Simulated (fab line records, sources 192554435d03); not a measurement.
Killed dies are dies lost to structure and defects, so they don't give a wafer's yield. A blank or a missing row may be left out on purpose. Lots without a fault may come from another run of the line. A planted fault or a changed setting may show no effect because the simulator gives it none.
fab line records | flow n5_finfet
record lots=8 wafers=24 last_day=20
route steps=1938 shown BEOL_M4@1111 BEOL_M7@1302 PASSIVATION@1936
lots that met no fault: from a run of the same line without faults
start_h: hours from the record's first day to the start of the lot's first wafer shown | wait_h: hours since the lot's step before | " the same as in the row above | L1.1+2: a row that stands for several wafers | - no value, or no start given | * or withheld: withheld | < > ~ a bound
route shown NAME@n: a module of which the file shows steps, and the number in the route of the first | usual: mean/standard deviation of fault-free wafers | same: alike in all rows | chamber/n: place in a boat | sites: the reading at each site | _std_site: their standard deviation | _edge_site: outer sites' mean less inner sites' | radius_mm: how far each site lies from the wafer's centre | mask NAME#n: copy n | behind: the tool/chamber that last shaped the wafer | hold: why the lot was held/for how many hours/how that ended | device: the transistor (n, p or np) that didn't switch | end of line: the same wafers' tests at the end of the route | a step without rows: its recipe alone | killed: dies lost to structure and defects at the first sort, not the wafer's yield | map: a wafer's dies, x killed, . not, _ none there
set.NAME: the setting as run; set.NAME@STEP: as run at that earlier step | model.NAME: the simulator's own value behind a step, which no gauge read
steps of the route over a sample of lots; a table a step, a row a wafer
services: from which hour (start_h, from the record's first day; less than 0 if before it) a tool's chamber was out of use, for how many hours, and why
## steps
# step N5_BEOL_M4_RC_MEAS_101
# usual DIBL_N=37.0/1.6 DIBL_P=37.0/2.1 IOFF_N=0.17/0.032 IOFF_P=0.22/0.043 ION_N=679/13 ION_P=465/9.5 SS_N=71.7/0.59 SS_P=73.6/0.64 VT_N=249/3.2 VT_P=-249/4.1
# columns lot.wafer tool chamber start_h wait_h DIBL_N[mV/V] DIBL_P[mV/V] IOFF_N[nA/um] IOFF_P[nA/um] ION_N[uA/um] ION_P[uA/um] SS_N[mV/dec] SS_P[mV/dec] VT_N[mV] VT_P[mV]
L416.4 prober-01 0 259.11 0.5 38.3 38.2 0.19 0.23 691 469 72.0 73.2 246 -249
L416.5 " 0 " " 39.5 38.6 0.22 0.24 683 465 72.1 74.2 241 -248
L416.6 " 0 " " 38.3 38.5 0.20 0.22 685 467 71.9 73.5 245 -250
L426.3 prober-01 0 335.29 0.3 36.6 34.7 0.14 0.19 680 465 71.0 73.7 250 -252
L426.5 " 0 " " 36.8 34.9 0.14 0.19 668 464 71.4 72.9 251 -251
L426.6 " 0 " " 36.0 34.1 0.12 0.17 663 455 70.5 72.3 251 -254
L427.1 prober-02 0 338.13 0.0 37.9 38.6 0.20 0.27 695 476 72.2 74.1 247 -247
L427.4 " 0 " " 38.6 38.9 0.21 0.26 681 465 72.8 74.4 247 -245
L427.5 " 0 " " 36.5 36.7 0.17 0.23 671 468 71.5 72.8 247 -250
L428.2 prober-01 0 342.48 0.3 39.9 43.9 0.27 0.38 698 481 72.1 75.1 241 -241
L428.3 " 0 " " 34.1 37.2 0.14 0.22 659 458 71.6 73.2 249 -251
L428.4 " 0 " " 33.9 35.6 0.14 0.20 655 453 71.4 73.2 251 -249
L430.1 prober-02 0 343.28 0.0 35.7 35.7 0.15 0.22 668 463 72.1 73.2 249 -248
L430.3 " 0 " " 37.2 38.3 0.19 0.26 687 472 72.0 73.7 248 -247
L430.4 " 0 " " 36.7 36.9 0.16 0.21 670 458 71.7 74.2 252 -249
L431.1 prober-01 0 367.91 0.0 36.6 36.5 0.17 0.20 679 456 71.8 73.6 247 -254
L431.4 " 0 " " 34.4 34.2 0.13 0.17 667 457 70.5 72.9 251 -253
L431.6 " 0 " " 34.6 34.8 0.14 0.18 679 464 70.6 73.1 251 -252
L433.3 prober-02 0 375.05 0.3 38.4 39.5 0.22 0.32 700 492 71.9 74.2 243 -240
L433.4 " 0 " " 39.6 40.4 0.26 0.36 719 489 72.6 75.2 241 -240
L433.5 " 0 " " 39.7 40.2 0.25 0.35 707 487 72.2 74.7 242 -238
L434.3 prober-01 0 377.48 0.3 35.9 33.4 0.13 0.17 649 447 71.5 72.9 253 -255
L434.4 " 0 " " 35.7 34.1 0.14 0.18 667 449 71.5 73.3 248 -253
L434.6 " 0 " " 36.5 36.1 0.16 0.22 661 460 72.2 73.4 249 -251
# step N5_BEOL_M7_ETCH_66
# recipe chemistry=N2/H2 target=SOC target_depth_a=800 overetch_a=160 mask_material=SiARC temp_c=40 time_s=120 ion_energy_ev=200 pressure_mtorr=30 source_w=840 bias_w=150 n2_flow_sccm=200 h2_flow_sccm=200
# usual drypump_motor_current_A=6.0/0.36 oes_product_au=0.61/0.052 rf_vpp_V=523/3 showerhead_plenum_p_Torr=2.51/0.1 throttle_valve_pct=17.76/0.29
# same time_s=120
# columns lot.wafer tool chamber start_h wait_h drypump_motor_current_A oes_product_au rf_hours_counter_h rf_vpp_V showerhead_plenum_p_Torr throttle_valve_pct
L416.4 rie_diel-01 2 287.51 0.0 6.1 0.67 31 525 2.61 17.59
L416.5 " 1 " " 6.1 0.58 - 522 2.45 17.92
L416.6 " 2 " " 6.1 0.67 - 523 2.60 17.57
L427.1 rie_diel-06 0 367.83 0.0 5.9 0.62 74 523 2.47 17.28
L427.4 " 3 " " 6.3 0.57 177 516 2.32 17.55
L427.5 " 0 " " 5.9 0.63 - 521 2.47 17.27
L426.3 rie_diel-04 1 367.93 0.0 6.4 0.66 48 525 2.58 17.96
L426.5 " 3 " " 5.2 0.63 - 523 2.57 17.85
L426.6 " 0 " " 5.7 0.54 - 523 2.52 17.76
L428.2 rie_diel-01 1 370.02 0.0 6.1 0.57 165 520 2.44 17.96
L428.3 " 0 " " 6.1 0.57 157 517 2.34 18.16
L428.4 " 2 " " 6.1 0.65 54 525 2.60 17.61
L430.1 rie_diel-04 3 375.20 0.0 5.2 0.62 95 525 2.57 17.83
L430.3 " 2 " " 5.9 0.65 83 522 2.46 17.72
L430.4 " 1 " " 6.3 0.65 50 525 2.58 17.94
L431.1 rie_diel-06 0 395.32 0.0 5.9 0.62 82 522 2.46 17.32
L431.4 " 3 " " 6.3 0.56 186 517 2.31 17.55
L431.6 " 0 " " 5.9 0.63 - 523 2.46 17.30
L433.3 rie_diel-01 3 398.59 0.0 6.4 0.56 221 526 2.63 18.23
L433.4 " 2 " " 6.1 0.63 64 525 2.59 17.64
L433.5 " 0 " " 6.2 0.56 - 519 2.34 18.17
L434.3 rie_diel-01 1 401.07 0.0 6.1 0.56 175 521 2.44 17.98
L434.4 " 2 " " 6.1 0.63 65 526 2.59 17.63
L434.6 " 1 " " 6.1 0.56 - 521 2.44 17.98
# step N5_BEOL_M7_VIA_ETCH_34
# recipe chemistry=C4F6/O2 target=SiCOH_lowk target_depth_a=1255 mask_material=SOC taper_deg=4 time_s=50.5 ion_energy_ev=250 pressure_mtorr=30 source_w=345 bias_w=185 Ar_flow_sccm=300 C4F6_flow_sccm=10 O2_flow_sccm=10
# usual O2_flow_sccm=10.00/0.033 drypump_motor_current_A=5.9/0.35 oes_product_au=0.81/0.074 rf_vpp_V=656/9.7 showerhead_plenum_p_Torr=2.81/0.11 throttle_valve_pct=20.80/0.24
# same time_s=50.5
# columns lot.wafer tool chamber start_h wait_h O2_flow_sccm drypump_motor_current_A oes_product_au rf_hours_counter_h rf_vpp_V showerhead_plenum_p_Torr throttle_valve_pct
L416.4 rie_diel-01 2 287.61 0.0 10.00 6.1 0.88 31 653 2.90 20.52
L416.5 " 1 " " 9.99 6.1 0.74 - 644 2.73 20.84
L416.6 " 2 " " 10.03 6.1 0.88 - 653 2.90 20.48
L427.1 rie_diel-06 0 367.93 0.0 10.00 5.9 0.81 74 653 2.78 20.44
L427.4 " 3 " " 9.97 6.3 0.72 177 654 2.64 20.82
L427.5 " 0 " " 9.98 5.9 0.81 - 655 2.78 20.41
L426.3 rie_diel-04 1 368.03 0.0 9.98 6.3 0.87 48 649 2.86 20.88
L426.5 " 3 " " 9.92 5.3 0.81 - 675 2.86 20.76
L426.6 " 0 " " 10.02 5.7 0.69 - 649 2.84 20.98
L428.2 rie_diel-01 1 370.12 0.0 9.96 6.1 0.73 165 644 2.72 20.87
L428.3 " 0 " " 10.02 6.2 0.75 157 671 2.61 21.05
L428.4 " 2 " " 10.00 6.1 0.86 54 654 2.89 20.52
L430.1 rie_diel-04 3 375.30 0.0 9.98 5.3 0.82 95 676 2.86 20.76
L430.3 " 2 " " 10.04 5.9 0.82 83 645 2.75 20.78
L430.4 " 1 " " 9.94 6.3 0.86 50 650 2.86 20.89
L431.1 rie_diel-06 0 395.42 0.0 10.09 5.9 0.80 82 654 2.78 20.45
L431.4 " 3 " " 10.02 6.3 0.73 186 655 2.63 20.84
L431.6 " 0 " " 10.03 5.9 0.81 - 653 2.78 20.44
L433.3 rie_diel-01 3 398.69 0.0 10.05 6.3 0.73 221 654 2.95 21.27
L433.4 " 2 " " 9.98 6.1 0.85 64 654 2.89 20.55
L433.5 " 0 " " 9.99 6.1 0.75 - 671 2.60 21.05
L434.3 rie_diel-01 1 401.17 0.0 9.99 6.1 0.74 175 644 2.72 20.90
L434.4 " 2 " " 10.05 6.1 0.85 65 654 2.89 20.56
L434.6 " 1 " " 9.99 6.1 0.73 - 643 2.72 20.88
# step N5_BEOL_M7_ANNEAL_51
# recipe temp_c=225 time_s=90 ambient=N2
# usual wafer_temp_C_max=225.89/0.25
# same time_s=90
# columns lot.wafer tool chamber start_h wait_h wafer_temp_C_max
L416.4 rtp_anneal-01 0 290.90 0.5 225.91
L416.5 " 0 " " 225.72
L416.6 " 0 " " 226.10
L427.1 rtp_anneal-01 0 370.79 0.1 226.12
L427.4 " 0 " " 225.91
L427.5 " 0 " " 226.28
L426.3 rtp_anneal-01 0 371.45 0.1 225.67
L426.5 " 0 " " 225.93
L426.6 " 0 " " 225.86
L428.2 rtp_anneal-02 0 372.38 0.2 225.84
L428.3 " 0 " " 226.16
L428.4 " 0 " " 225.75
L430.1 rtp_anneal-02 0 379.72 0.1 225.49
L430.3 " 0 " " 225.49
L430.4 " 0 " " 225.64
L431.1 rtp_anneal-01 0 398.89 0.1 226.06
L431.4 " 0 " " 225.93
L431.6 " 0 " " 226.37
L433.3 rtp_anneal-02 0 400.99 0.2 225.67
L433.4 " 0 " " 226.16
L433.5 " 0 " " 225.60
L434.3 rtp_anneal-01 0 404.25 0.1 225.81
L434.4 " 0 " " 225.89
L434.6 " 0 " " 226.38
# step N5_BEOL_M7_CMP_52
# recipe stop_on=SiCOH_lowk t_overpolish_s=6.9 down_force_psi=1 platen_rpm=50 clearing_platen_down_force_psi=1.5 clearing_platen_rpm=50 post_cmp_clean=cu_alkaline target_thk_nm=80 clearing_platen_pad_velocity_m_s=0.99484 pad_velocity_m_s=0.99484
# usual barrier_field_endpoint_s=28.4/0.86 clearing_platen_down_force_psi=1.4998/0.0027 motor_current_A=5.8/0.75 overpolish_run_s=6.900/0.0087 slurry_filter_dp_kPa=13.52/0.13 time_to_endpoint_s=62/3.3
# columns lot.wafer tool chamber start_h wait_h barrier_field_endpoint_s clearing_platen_down_force_psi motor_current_A overpolish_run_s slurry_filter_dp_kPa time_to_endpoint_s
L416.4 cmp-02 0 291.35 0.4 29.8 1.5023 6.0 6.910 13.43 62
L416.5 " 3 " " 28.5 1.4963 4.9 6.888 13.32 57
L416.6 " 0 " " 29.0 1.5046 6.1 6.898 13.45 63
L427.4 cmp-02 1 371.22 0.3 - - - - - -
L427.1 " 2 " " - - - - - -
L427.5 " 1 " " - - - - - -
L426.3 cmp-02 0 371.70 0.2 - - - - - -
L426.6 " 3 " " - - - - - -
L426.5 " 0 " " - - - - - -
L428.4 cmp-04 0 372.64 0.1 - - - - - -
L428.3 " 2 " " - - - - - -
L428.2 " 3 " " - - - - - -
L430.4 cmp-04 2 380.02 0.1 30.2 1.4941 5.5 6.920 13.51 66
L430.3 " 3 " " 29.3 1.5012 4.7 6.899 13.65 61
L430.1 " 1 " " 29.8 1.4995 5.4 6.903 13.51 64
L431.4 cmp-04 1 399.19 0.1 28.8 1.5012 5.2 6.901 13.70 63
L431.1 " 2 " " 28.8 1.4969 5.7 6.896 13.65 67
L431.6 " 1 " " 29.2 1.5001 5.1 6.899 13.49 66
L433.4 cmp-02 3 401.24 0.2 29.6 1.4995 5.0 6.894 13.57 58
L433.3 " 0 " " 29.2 1.5035 5.8 6.885 13.27 63
L433.5 " 3 " " 28.8 1.4995 5.0 6.894 13.38 61
L434.4 cmp-02 2 404.46 0.1 29.3 1.5015 6.2 6.909 13.44 66
L434.3 " 3 " " 28.3 1.4986 4.8 6.886 13.60 62
L434.6 " 2 " " 29.2 1.5025 6.2 6.896 13.60 64
# step N5_BEOL_M7_THK_MEAS_53
# recipe thk_meas_gauge=xrf reads=Cu_of_BEOL_M7_ECD_50
# usual M7_THK=78.9/2.2
# columns lot.wafer tool chamber start_h wait_h M7_THK[nm]
L416.4 film_metro-02 - 291.60 - 79.7
L416.5 " - " " 72.6
L416.6 " - " " 80.6
L427.1 film_metro-02 - 371.51 0.2 292.1
L427.4 " - " " 291.1
L427.5 " - " " 291.8
L426.3 film_metro-02 - 371.96 0.2 297.9
L426.5 " - " " 301.0
L426.6 " - " " 303.0
L428.2 film_metro-02 - 372.93 0.1 296.1
L428.3 " - " " 297.6
L428.4 " - " " 301.3
L430.1 film_metro-02 - 380.31 - 80.1
L430.3 " - " " 74.9
L430.4 " - " " 79.6
L431.1 film_metro-02 - 399.48 - 79.2
L431.4 " - " " 76.2
L431.6 " - " " 77.1
L433.3 film_metro-02 - 401.49 - 79.5
L433.4 " - " " 80.1
L433.5 " - " " 80.3
L434.3 film_metro-01 - 404.75 - 76.8
L434.4 " - " " 82.6
L434.6 " - " " 80.6
# step N5_BEOL_M7_RS_MEAS_57
# recipe thk_meas_gauge=four-point-probe reads=Cu_of_BEOL_M7_ECD_50+Co_of_BEOL_M7_CVD_78+TaN_of_BEOL_M7_ALD_77
# usual M7_RS=0.287/0.009
# columns lot.wafer tool chamber start_h wait_h M7_RS[ohm/sq]
L416.4 film_metro-02 - 291.73 0.0 0.280
L416.5 " - " " 0.314
L416.6 " - " " 0.277
L427.1 film_metro-02 - 371.67 0.1 0.065
L427.4 " - " " 0.065
L427.5 " - " " 0.065
L426.3 film_metro-02 - 372.09 0.1 0.065
L426.5 " - " " 0.064
L426.6 " - " " 0.064
L428.2 film_metro-02 - 373.09 0.1 0.064
L428.3 " - " " 0.064
L428.4 " - " " 0.063
L430.1 film_metro-02 - 380.47 0.1 0.283
L430.3 " - " " 0.307
L430.4 " - " " 0.286
L431.1 film_metro-02 - 399.61 0.1 0.287
L431.4 " - " " 0.297
L431.6 " - " " 0.294
L433.3 film_metro-01 - 401.62 0.1 0.286
L433.4 " - " " 0.281
L433.5 " - " " 0.281
L434.3 film_metro-01 - 404.88 0.1 0.296
L434.4 " - " " 0.272
L434.6 " - " " 0.281
# step N5_BEOL_M7_INSPECT_58
# recipe inspect_instrument=darkfield mode=post_dep
# usual raw_defect_count=72/24
# columns lot.wafer tool chamber start_h wait_h raw_defect_count
L416.4 defect_inspect-02 - 291.76 0.0 55
L416.5 " - " " 55
L416.6 " - " " 30
L427.1 defect_inspect-02 - 371.70 0.0 1212
L427.4 " - " " 1233
L427.5 " - " " 1244
L426.3 defect_inspect-01 - 372.11 0.0 1213
L426.5 " - " " 1227
L426.6 " - " " 1317
L428.2 defect_inspect-02 - 373.12 0.0 1216
L428.3 " - " " 1315
L428.4 " - " " 1224
L430.1 defect_inspect-02 - 380.50 0.0 61
L430.3 " - " " 97
L430.4 " - " " 47
L431.1 defect_inspect-01 - 399.64 0.0 74
L431.4 " - " " 54
L431.6 " - " " 78
L433.3 defect_inspect-01 - 401.65 0.0 70
L433.4 " - " " 71
L433.5 " - " " 58
L434.3 defect_inspect-02 - 404.91 0.0 60
L434.4 " - " " 53
L434.6 " - " " 40
# step N5_PASSIVATION_PROBE_49
# usual defect_limited_yield=91.2/1.6 killed_at_M0_to_M3=33/11 killed_at_M4_up=14/5 killed_at_contacts=12/5.8 killed_at_front_end=41/12 killed_at_other=3.5/2.9 killed_dies=104/19 killed_on_rim=13/4.2 killed_open=68/14 killed_short=34/8.8 sort_bin_4_leakage=0.00/0.017 sort_bin_5_function=5.2/1.1 sort_bin_6_memory=3.2/0.71 sort_bin_8_speed=0.00/0.0071 sort_n_pass=1076/19 sort_yield_pct=91.2/1.6
# same gross_dies=1180 killed_at_back_side=0
# columns lot.wafer tool chamber start_h wait_h defect_limited_yield[%] killed_at_M0_to_M3 killed_at_M4_up killed_at_contacts killed_at_front_end killed_at_other killed_dies killed_on_rim killed_open killed_short sort_bin_4_leakage[%] sort_bin_5_function[%] sort_bin_6_memory[%] sort_bin_8_speed[%] sort_n_pass sort_yield_pct[%]
L427.1 prober-01 - 444.24 0.0 0 23 1107 8 35 7 1180 152 61 33 0 4.4 3.1 0 0 0
L427.4 prober-01 - 444.39 0.2 0 17 1118 13 30 2 1180 152 53 19 0 3.7 2.3 0 0 0
L427.5 prober-01 - 444.44 0.2 0 24 1101 15 36 4 1180 152 65 32 0 4.4 3.1 0 0 0
L426.3 prober-02 - 444.94 0.1 0 27 1112 10 27 4 1180 152 57 31 0 4.4 2.9 0 0 0
L426.5 prober-02 - 445.04 0.2 0 31 1109 7 26 7 1180 152 53 28 0 4.2 2.5 0 0 0
L426.6 prober-02 - 445.09 0.3 0 37 1101 3 35 4 1180 152 52 38 0 4.6 2.8 0 0 0
L428.2 prober-01 - 449.66 0.1 0 27 1127 8 16 2 1180 152 44 21 0 4.0 1.4 0 0 0
L428.3 prober-01 - 449.71 0.1 0 33 1096 12 37 2 1180 152 63 32 0 4.9 3.2 0 0 0
L428.4 prober-01 - 449.76 0.2 0 42 1107 8 23 0 1180 152 61 19 0 4.9 1.9 0 0 0
L430.1 prober-02 - 452.80 0.0 91.3 26 12 19 43 3 103 11 60 43 0 4.9 3.2 0 1077 91.3
L430.3 prober-02 - 452.90 0.1 94.1 7 18 9 36 0 70 8 36 34 0 3.1 2.6 0 1110 94.1
L430.4 prober-02 - 452.95 0.2 91.6 24 12 13 47 3 99 14 72 27 0 4.9 3.1 0 1081 91.6
L431.1 prober-01 - 468.90 0.0 90.6 53 9 20 24 5 111 18 74 37 0 5.5 3.8 0 1069 90.6
L431.4 prober-01 - 469.05 0.2 92.5 24 8 18 31 8 89 14 68 20 0 4.6 2.9 0 1091 92.5
L431.6 prober-01 - 469.15 0.3 90.2 41 12 4 56 3 116 13 90 26 0 6.0 3.6 0 1064 90.2
L433.3 prober-01 - 484.73 0.1 90.4 52 18 7 36 0 113 14 78 33 0 5.3 4.1 0 1067 90.4
L433.4 prober-01 - 484.78 0.2 91.4 33 18 9 42 0 102 13 70 31 0.08 4.8 3.4 0 1077 91.3
L433.5 prober-01 - 484.83 0.2 89.3 49 11 13 53 0 126 16 95 30 0 6.4 4.2 0 1054 89.3
# killed by level:class
L427.1 BEOL_M7:area_cmp=1086 STI_FIN_REVEAL:geometric_particle:open=7 MOL_CONTACT_COAG:geometric_particle:open=7 BEOL_M4:geometric_particle:open=7 FIN_SAQP:geometric_particle:open=6 BEOL_M0_SAQP:geometric_particle:open=6 FIN_SAQP:geometric_particle:short=5 GATE_CUT:geometric_particle:short=5
L427.4 BEOL_M7:area_cmp=1108 STI_FIN_REVEAL:geometric_particle:open=12 MOL_CONTACT_COAG:geometric_particle:open=11 BEOL_M3:geometric_particle:open=4 BEOL_M3:geometric_particle:short=4 FIN_SAQP:geometric_particle:short=3 BEOL_M5:geometric_particle:open=3 BEOL_M1:geometric_particle:open=3
L427.5 BEOL_M7:area_cmp=1083 MOL_CONTACT_COAG:geometric_particle:open=13 BEOL_M3:geometric_particle:open=11 FIN_SAQP:geometric_particle:open=9 FIN_SAQP:geometric_particle:short=7 STI_FIN_REVEAL:geometric_particle:open=5 BEOL_M5:geometric_particle:open=5 BEOL_M1:geometric_particle:open=4
L426.3 BEOL_M7:area_cmp=1091 BEOL_M4:geometric_particle:open=12 MOL_CONTACT_COAG:geometric_particle:open=9 FIN_SAQP:geometric_particle:short=8 BEOL_M1:geometric_particle:open=6 BEOL_M0_SAQP:geometric_particle:short=4 BEOL_M3:geometric_particle:open=4 FIN_SAQP:geometric_particle:open=3
L426.5 BEOL_M7:area_cmp=1099 FIN_SAQP:geometric_particle:short=9 BEOL_M0_SAQP:geometric_particle:open=9 MOL_CONTACT_COAG:geometric_particle:open=6 BEOL_M0:geometric_particle:open=6 BEOL_M0_SAQP:geometric_particle:short=4 BEOL_M2:geometric_particle:open=4 BEOL_M3:geometric_particle:open=4
L426.6 BEOL_M7:area_cmp=1090 FIN_SAQP:geometric_particle:short=11 BEOL_M0_SAQP:geometric_particle:short=8 STI_FIN_REVEAL:geometric_particle:open=6 BEOL_M2:geometric_particle:open=6 BEOL_M3:geometric_particle:open=6 FIN_SAQP:geometric_particle:open=5 BEOL_M0_SAQP:geometric_particle:open=4
L428.2 BEOL_M7:area_cmp=1115 BEOL_M0_SAQP:geometric_particle:open=11 MOL_CONTACT_COAG:geometric_particle:open=7 BEOL_M0_SAQP:geometric_particle:short=6 GATE_CUT:geometric_particle:short=5 BEOL_M2:geometric_particle:open=4 BEOL_M5:geometric_particle:short=4 STI_FIN_REVEAL:geometric_particle:open=3
L428.3 BEOL_M7:area_cmp=1083 MOL_CONTACT_COAG:geometric_particle:open=9 BEOL_M0_SAQP:geometric_particle:open=9 BEOL_M0_SAQP:geometric_particle:short=8 STI_FIN_REVEAL:geometric_particle:open=7 BEOL_M2:geometric_particle:open=5 FIN_SAQP:geometric_particle:open=4 GATE_CUT:geometric_particle:open=4
L428.4 BEOL_M7:area_cmp=1099 BEOL_M3:geometric_particle:open=16 BEOL_M0_SAQP:geometric_particle:open=8 MOL_CONTACT_COAG:geometric_particle:open=7 BEOL_M0_SAQP:geometric_particle:short=7 STI_FIN_REVEAL:geometric_particle:open=5 GATE_CUT:geometric_particle:short=5 BEOL_M2:geometric_particle:open=5
L430.1 FIN_SAQP:geometric_particle:open=11 MOL_CONTACT_COAG:geometric_particle:open=11 FIN_SAQP:geometric_particle:short=8 MOL_CONTACT_COAG:geometric_particle:short=8 BEOL_M2:geometric_particle:open=5 DUMMY_GATE:geometric_particle:open=5 GATE_CUT:geometric_particle:short=5 BEOL_M4:geometric_particle:open=5
L430.3 FIN_SAQP:geometric_particle:short=8 BEOL_M4:geometric_particle:open=8 MOL_CONTACT_COAG:geometric_particle:open=7 STI_FIN_REVEAL:geometric_particle:open=5 FIN_SAQP:geometric_particle:open=4 GATE_CUT:geometric_particle:short=4 BEOL_M4:geometric_particle:short=4 STARTING-WAFER:geometric_particle:short=4
L430.4 STI_FIN_REVEAL:geometric_particle:open=14 MOL_CONTACT_COAG:geometric_particle:open=12 DUMMY_GATE:geometric_particle:open=7 GATE_CUT:geometric_particle:short=6 FIN_SAQP:geometric_particle:open=5 BEOL_M3:geometric_particle:open=5 FIN_SAQP:geometric_particle:short=4 BEOL_M0_SAQP:geometric_particle:open=4
L431.1 BEOL_M0_SAQP:geometric_particle:open=19 BEOL_M0_SAQP:geometric_particle:short=16 MOL_CONTACT_COAG:geometric_particle:open=15 BEOL_M2:geometric_particle:open=7 BEOL_M4:geometric_particle:open=6 DUMMY_GATE:geometric_particle:open=5 MOL_CONTACT_COAG:geometric_particle:short=5 BEOL_M3:geometric_particle:open=4
L431.4 STI_FIN_REVEAL:geometric_particle:open=15 MOL_CONTACT_COAG:geometric_particle:open=15 BEOL_M1:geometric_particle:open=12 BEOL_M2:geometric_particle:open=5 FIN_SAQP:geometric_particle:short=3 DUMMY_GATE:geometric_particle:open=3 MOL_CONTACT_COAG:geometric_particle:short=3 BEOL_M4:geometric_particle:open=3
L431.6 STI_FIN_REVEAL:geometric_particle:open=35 BEOL_M0_SAQP:geometric_particle:open=11 BEOL_M0_SAQP:geometric_particle:short=10 BEOL_M1:geometric_particle:open=7 FIN_SAQP:geometric_particle:open=5 BEOL_M2:geometric_particle:open=5 FIN_SAQP:geometric_particle:short=4 BEOL_M0:geometric_particle:open=4
L433.3 FIN_SAQP:geometric_particle:open=14 FIN_SAQP:geometric_particle:short=10 BEOL_M0_SAQP:geometric_particle:open=10 BEOL_M3:geometric_particle:open=9 BEOL_M0_SAQP:geometric_particle:short=9 MOL_CONTACT_COAG:geometric_particle:open=7 BEOL_M1:geometric_particle:open=7 BEOL_M2:geometric_particle:open=7
L433.4 FIN_SAQP:geometric_particle:open=13 BEOL_M4:geometric_particle:open=10 STI_FIN_REVEAL:geometric_particle:open=9 MOL_CONTACT_COAG:geometric_particle:open=9 FIN_SAQP:geometric_particle:short=8 BEOL_M3:geometric_particle:open=7 BEOL_M0:geometric_particle:open=5 ILD0:geometric_particle:short=4
L433.5 FIN_SAQP:geometric_particle:open=15 BEOL_M2:geometric_particle:open=13 BEOL_M1:geometric_particle:open=11 BEOL_M0:geometric_particle:open=9 MOL_CONTACT_COAG:geometric_particle:open=9 STI_FIN_REVEAL:geometric_particle:open=8 BEOL_M0_SAQP:geometric_particle:open=8 STARTING-WAFER:geometric_particle:open=7
## services
# columns tool chamber start_h hours kind
rie_diel-04 3 278.30 9.8 repair
cmp-04 - 293.51 4.0 pm
cmp-04 - 297.51 - consumable_replace:conditioner
cmp-04 - 297.51 - consumable_replace:pad
cmp-04 - 312.25 0.2 repair
rtp_anneal-02 - 319.54 5.6 pm
cmp-02 - 321.19 1.3 repair
rie_diel-04 0 327.20 4.9 repair
cmp-02 - 376.84 10.6 pm
cmp-04 - 381.41 2.5 repair
cmp-02 - 393.21 0.8 repair
cmp-02 - 394.50 2.5 repair
## key
first_sign step=N5_BEOL_M7_CMP_52 reading=tool_record direction=missing
effect step=N5_BEOL_M7_THK_MEAS_53 reading=M7_THK direction=up sigmas=99+ usual=78.9 struck=296.9
effect step=N5_BEOL_M7_RS_MEAS_57 reading=M7_RS direction=down sigmas=25 usual=0.287 struck=0.064
effect step=N5_BEOL_M7_INSPECT_58 reading=raw_defect_count direction=up sigmas=48 usual=72 struck=1245
effect step=N5_PASSIVATION_PROBE_49 reading=killed_at_M4_up direction=up sigmas=99+ usual=14 struck=1109
more_kills_born_at N5_BEOL_M7_CMP_52@cmp-02=6557 N5_BEOL_M7_CMP_52@cmp-04=3297
met_at N5_BEOL_M7_CMP_52
struck_lots L426,L427,L428
later_rows_left_out L426.3,L426.5,L426.6,L427.1,L427.4,L427.5,L428.2,L428.3,L428.4
not_acting_at N5_BEOL_M7_ETCH_66,N5_BEOL_M7_VIA_ETCH_34,N5_BEOL_M7_ANNEAL_51
onset_between 291.35 371.22
fault kind=skipped_step_whole tool=cmp-02,cmp-04 chamber=- onset_h=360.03 steps=N5_BEOL_M7_CMP_52 scope=struck_lots_only
# later_rows_left_out: the simulator's readings of these wafers behind a module that went badly wrong aren't trusted and aren't shown, but for the sort
